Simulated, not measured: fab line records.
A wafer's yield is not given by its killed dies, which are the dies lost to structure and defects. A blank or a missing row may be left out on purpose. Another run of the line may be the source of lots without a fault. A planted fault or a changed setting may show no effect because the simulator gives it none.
Lot-split experiment | flow n5-finfet | route with 1938 steps; 7 lots, 21 wafers read

ABOUT THE SPLIT
At N5_FIN_SAQP_FIN_ETCH_36 (etches the open film in HBr/Cl2/O2, target depth 120 nm, time 50.4 s), the setting icp-w was moved away from the recipe's 800 W on 5 of the 21 wafers read, by -14.3% to +14.6%. For the rest of the wafers, this setting stayed at what the recipe calls for.

FROM THE SPLIT TO THE READING: what the file shows between them, 3 steps
- N5_FIN_SAQP_PRECLEAN_38: cleans in O3/DIW, time 45 s
- N5_FIN_SAQP_PRECLEAN_45: cleans in dHF, time 10 s
- N5_FIN_SAQP_SRD_39: time 30 s

THE READING
trench-depth-nm, in nm, at N5_FIN_SAQP_OCD_MEAS_76. Typical for fault-free wafers on this fab line: 120.0 nm, with standard deviation 1.9 nm.

wafer  | tool, chamber at the split | icp-w as run, W | against the recipe | trench-depth-nm, nm | against lot-mates on the recipe
L074.4 | rie-si-03, 0,2             | 800             | recipe             | 119.2               | -
L074.5 | rie-si-03, 1               | 800             | recipe             | 118.3               | -
L074.6 | rie-si-03, 0,2             | 800             | recipe             | 120.0               | -
L077.4 | rie-si-02, 2               | 685.4           | -14.3%             | 112.7               | -9.5
L077.5 | rie-si-02, 1               | 685.4           | -14.3%             | 109.0               | -13.2
L077.6 | rie-si-02, 2               | 800             | recipe             | 122.2               | -
L083.2 | rie-si-06, 0               | 800             | recipe             | 118.9               | -
L083.3 | rie-si-06, 1               | 713.8           | -10.8%             | 113.6               | -5.4
L083.6 | rie-si-06, 0               | 800             | recipe             | 119.1               | -
L087.2 | rie-si-06, 0               | 800             | recipe             | 120.9               | -
L087.3 | rie-si-06, 1               | 800             | recipe             | 122.6               | -
L087.4 | rie-si-06, 3               | 800             | recipe             | 122.7               | -
L095.1 | rie-si-03, 1               | 916.7           | +14.6%             | 127.2               | +8.4
L095.3 | rie-si-03, 0               | 800             | recipe             | 118.5               | -
L095.5 | rie-si-03, 1               | 800             | recipe             | 119.1               | -
L096.3 | rie-si-02, 3               | 800             | recipe             | 122.0               | -
L096.4 | rie-si-02, 2               | 800             | recipe             | 122.6               | -
L096.5 | rie-si-02, 0               | 719.5           | -10.1%             | 117.0               | -5.3
L097.2 | rie-si-03, 2               | 800             | recipe             | 118.3               | -
L097.3 | rie-si-03, 3               | 800             | recipe             | 120.7               | -
L097.6 | rie-si-03, 1               | 800             | recipe             | 118.3               | -
The file does not say which wafer passed through which chamber wherever a row lists several chambers: such a row stands for several wafers.

THE FIT
A straight line over all 21 wafers: trench-depth-nm changes by +0.56 nm for each +1% of icp-w; r = +0.89; the points scatter about the line by 1.8 nm.
The same after taking each lot's own level away (the mean of its wafers on the recipe; 21 wafers): +0.662 nm for each +1%; r = +0.96; scatter 1.2 nm.
According to that fit, moving icp-w by its largest amount changes the reading by 9.6 nm.
The lots' own levels span 118.80 to 122.30 nm, that is 1.8 times the standard deviation above.
In other words, the slope is changed by the lot-to-lot level; the two fits disagree.
Check: for one of the wafers moved furthest among these (+14.6%), held out of the fit, the line's prediction against its lot-mates is +10.3 nm. It came out at +8.4 nm against them.

OTHER SPLITS APPLIED TO THESE WAFERS
Before the reading, these wafers also passed through other splits. Each is held against what the fit with the lots' levels taken away leaves over:
other split on the same wafers          | wafers away from the commonest value | r with trench-depth-nm (lot level and that fit taken away)
N5_ZERO_LAYER_EXPOSE_08 dose-mj         | 10                                   | +0.38
N5_ZERO_LAYER_DEVELOP_10 develop-time-s | 8                                    | -0.24

THE WHOLE CHAIN: every reading that the file lists as answering this split, in the file's order
step                    | what it does                                                         | reading                                                                    | change (the file's fit)               | r (the file's)
N5_FIN_SAQP_FIN_ETCH_36 | etches the open film in HBr/Cl2/O2, target depth 120 nm, time 50.4 s | etch.depth-nm (the simulator's own value, which no gauge read)             | +0.62 nm for each +1% of the setting  | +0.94
N5_FIN_SAQP_FIN_ETCH_36 | etches the open film in HBr/Cl2/O2, target depth 120 nm, time 50.4 s | FIN_SAQP.feature-depth-nm (the simulator's own value, which no gauge read) | +0.624 nm for each +1% of the setting | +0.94
N5_FIN_SAQP_OCD_MEAS_76 |                                                                      | trench-depth-nm                                                            | +0.626 nm for each +1% of the setting | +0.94

THE FILE'S OWN FIT
trench-depth-nm changes by +0.626 nm for each +1% of icp-w, r = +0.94.
